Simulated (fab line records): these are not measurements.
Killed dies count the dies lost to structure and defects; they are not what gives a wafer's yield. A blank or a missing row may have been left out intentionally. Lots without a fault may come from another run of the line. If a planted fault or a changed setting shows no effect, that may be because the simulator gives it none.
Chamber matching :: flow n5-finfet :: N5_BEOL_M11_STRIP_19 on rie-diel-06: 4 sister chambers
The step strips in O2. 16 wafers are shown with their chamber, then 8 later ones without.

== EACH WAFER AND ITS CHAMBER ==
wafer: L077.1
chamber: 0
showerhead-plenum-p-Torr (Torr): 2.23
throttle-valve-pct (%): 16.56
drypump-motor-current-A (A): 5.4

wafer: L077.4
chamber: 3
showerhead-plenum-p-Torr (Torr): 2.05
throttle-valve-pct (%): 16.60
drypump-motor-current-A (A): 5.9

wafer: L077.5
chamber: 0
showerhead-plenum-p-Torr (Torr): 2.23
throttle-valve-pct (%): 16.54
drypump-motor-current-A (A): 5.5

wafer: L078.1
chamber: 0
showerhead-plenum-p-Torr (Torr): 2.23
throttle-valve-pct (%): 16.53
drypump-motor-current-A (A): 5.5

wafer: L078.4
chamber: 2
showerhead-plenum-p-Torr (Torr): 2.23
throttle-valve-pct (%): 16.74
drypump-motor-current-A (A): 5.8

wafer: L078.6
chamber: 3
showerhead-plenum-p-Torr (Torr): 2.05
throttle-valve-pct (%): 16.64
drypump-motor-current-A (A): 5.9

wafer: L080.1
chamber: 3
showerhead-plenum-p-Torr (Torr): 2.05
throttle-valve-pct (%): 16.63
drypump-motor-current-A (A): 5.9

wafer: L080.5
chamber: 0
showerhead-plenum-p-Torr (Torr): 2.23
throttle-valve-pct (%): 16.55
drypump-motor-current-A (A): 5.5

wafer: L080.6
chamber: 1
showerhead-plenum-p-Torr (Torr): 2.18
throttle-valve-pct (%): 17.08
drypump-motor-current-A (A): 6.2

wafer: L082.1
chamber: 3
showerhead-plenum-p-Torr (Torr): 2.05
throttle-valve-pct (%): 16.63
drypump-motor-current-A (A): 5.9

wafer: L082.2
chamber: 2
showerhead-plenum-p-Torr (Torr): 2.23
throttle-valve-pct (%): 16.78
drypump-motor-current-A (A): 5.8

wafer: L082.3
chamber: 1
showerhead-plenum-p-Torr (Torr): 2.18
throttle-valve-pct (%): 17.08
drypump-motor-current-A (A): 6.2

wafer: L083.2
chamber: 0
showerhead-plenum-p-Torr (Torr): 2.23
throttle-valve-pct (%): 16.54
drypump-motor-current-A (A): 5.5

wafer: L083.4
chamber: 3
showerhead-plenum-p-Torr (Torr): 2.05
throttle-valve-pct (%): 16.64
drypump-motor-current-A (A): 5.9

wafer: L083.5
chamber: 2
showerhead-plenum-p-Torr (Torr): 2.23
throttle-valve-pct (%): 16.77
drypump-motor-current-A (A): 5.7

wafer: L087.3
chamber: 0
showerhead-plenum-p-Torr (Torr): 2.22
throttle-valve-pct (%): 16.57
drypump-motor-current-A (A): 5.5

SIGNATURES (averages over the wafers above)
reading: showerhead-plenum-p-Torr
chamber 0: 2.2283
chamber 1: 2.1800
chamber 2: 2.2300
chamber 3: 2.0500
scatter within a chamber: 0.00264

reading: throttle-valve-pct
chamber 0: 16.5483
chamber 1: 17.0800
chamber 2: 16.7633
chamber 3: 16.6280
scatter within a chamber: 0.0159

reading: drypump-motor-current-A
chamber 0: 5.483
chamber 1: 6.200
chamber 2: 5.767
chamber 3: 5.900
scatter within a chamber: 0.0354
Rule: for each reading, subtract the chamber's mean from the wafer's reading, divide by that reading's scatter and square the result; add these up over the readings and take the root, which gives the wafer's distance from the chamber. If the next closest chamber is less than 2 further off than the closest, the wafer can't be placed; otherwise it belongs to the closest. The scatter: take each reading less its chamber's mean, square it, sum over the shown wafers, divide by the number of wafers less the number of chambers, and take the root.

== WAFERS WHOSE CHAMBER IS MISSING ==
wafer: L087.5
showerhead-plenum-p-Torr (Torr): 2.22
throttle-valve-pct (%): 16.79
drypump-motor-current-A (A): 5.8

wafer: L087.6
showerhead-plenum-p-Torr (Torr): 2.04
throttle-valve-pct (%): 16.67
drypump-motor-current-A (A): 5.9

wafer: L088.3
showerhead-plenum-p-Torr (Torr): 2.22
throttle-valve-pct (%): 16.57
drypump-motor-current-A (A): 5.5

wafer: L088.5
showerhead-plenum-p-Torr (Torr): 2.04
throttle-valve-pct (%): 16.66
drypump-motor-current-A (A): 5.9

wafer: L088.6
showerhead-plenum-p-Torr (Torr): 2.22
throttle-valve-pct (%): 16.80
drypump-motor-current-A (A): 5.8

wafer: L097.2
showerhead-plenum-p-Torr (Torr): 2.22
throttle-valve-pct (%): 16.82
drypump-motor-current-A (A): 5.8

wafer: L097.4
showerhead-plenum-p-Torr (Torr): 2.22
throttle-valve-pct (%): 16.63
drypump-motor-current-A (A): 5.5

wafer: L097.6
showerhead-plenum-p-Torr (Torr): 2.04
throttle-valve-pct (%): 16.69
drypump-motor-current-A (A): 5.9

== THE CHAMBER EACH PASSED THROUGH ==
wafer: L087.5
from the rows above: 2
in truth: 2

wafer: L087.6
from the rows above: 3
in truth: 3

wafer: L088.3
from the rows above: 0
in truth: 0

wafer: L088.5
from the rows above: 3
in truth: 3

wafer: L088.6
from the rows above: 2
in truth: 2

wafer: L097.2
from the rows above: 2
in truth: 2

wafer: L097.4
from the rows above: 0
in truth: 0

wafer: L097.6
from the rows above: 3
in truth: 3
8 of 8 placed correctly. Number that these rows cannot place: 0. Number placed wrongly: 0.
